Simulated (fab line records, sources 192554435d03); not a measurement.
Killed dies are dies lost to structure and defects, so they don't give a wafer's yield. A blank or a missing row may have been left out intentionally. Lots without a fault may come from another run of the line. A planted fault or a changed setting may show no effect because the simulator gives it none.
Chamber matching + flow n5-finfet + N5_HKMG_FIN_CVD_62 on thermal-cvd-si-02: 3 sister chambers
The step deposits a-Si from Si2H6, target thk 3 nm, time 20.8 s. 14 wafers are shown with their chamber, then 7 later ones without.

EACH WAFER AND ITS CHAMBER
| wafer  | chamber | heater-power-w (W) | susceptor-temp-C (C) |
|--------|---------|--------------------|----------------------|
| L269.2 | 2       | 1389               | 499.62               |
| L269.3 | 0       | 1684               | 499.96               |
| L269.4 | 2       | 1399               | 499.61               |
| L270.3 | 2       | 1396               | 500.33               |
| L270.4 | 0       | 1749               | 499.44               |
| L270.5 | 1       | 1523               | 500.04               |
| L276.2 | 2       | 1412               | 500.01               |
| L276.4 | 2       | 1373               | 500.16               |
| L276.5 | 1       | 1546               | 500.21               |
| L277.4 | 2       | 1426               | 500.01               |
| L277.5 | 0       | 1745               | 499.90               |
| L277.6 | 1       | 1559               | 500.26               |
| L279.3 | 2       | 1377               | 500.26               |
| L279.5 | 2       | 1434               | 500.16               |

SIGNATURES (means of the wafers above)
| reading          | chamber 0 | chamber 1 | chamber 2 | scatter within a chamber |
|------------------|-----------|-----------|-----------|--------------------------|
| heater-power-w   | 1726.00   | 1542.67   | 1400.75   | 24.7                     |
| susceptor-temp-C | 499.7667  | 500.1700  | 500.0200  | 0.254                    |
Rule: a wafer's distance from a chamber is the root of the sum, over the readings, of the square of ((its reading less the chamber's mean) divided by the reading's scatter). If the next closest chamber is less than 2 further off than the closest, the wafer can't be placed; otherwise it belongs to the closest. How the scatter is found: for the shown wafers, subtract from each reading the mean of its chamber, square and add these, divide the total by (wafers less chambers), then take the root.

WAFERS WITHOUT THEIR CHAMBER
| wafer  | heater-power-w (W) | susceptor-temp-C (C) |
|--------|--------------------|----------------------|
| L279.6 | 1568               | 500.02               |
| L282.1 | 1743               | 499.82               |
| L282.3 | 1388               | 499.94               |
| L282.4 | 1578               | 500.01               |
| L285.3 | 1362               | 500.17               |
| L285.4 | 1561               | 500.35               |
| L285.6 | 1729               | 499.84               |

WHICH CHAMBER EACH WENT THROUGH
| wafer  | from the rows above | in truth |
|--------|---------------------|----------|
| L279.6 | 1                   | 1        |
| L282.1 | 0                   | 0        |
| L282.3 | 2                   | 2        |
| L282.4 | 1                   | 1        |
| L285.3 | 2                   | 2        |
| L285.4 | 1                   | 1        |
| L285.6 | 0                   | 0        |
Placed correctly: 7 of 7. Not placeable from these rows: 0. Wrongly placed: 0.
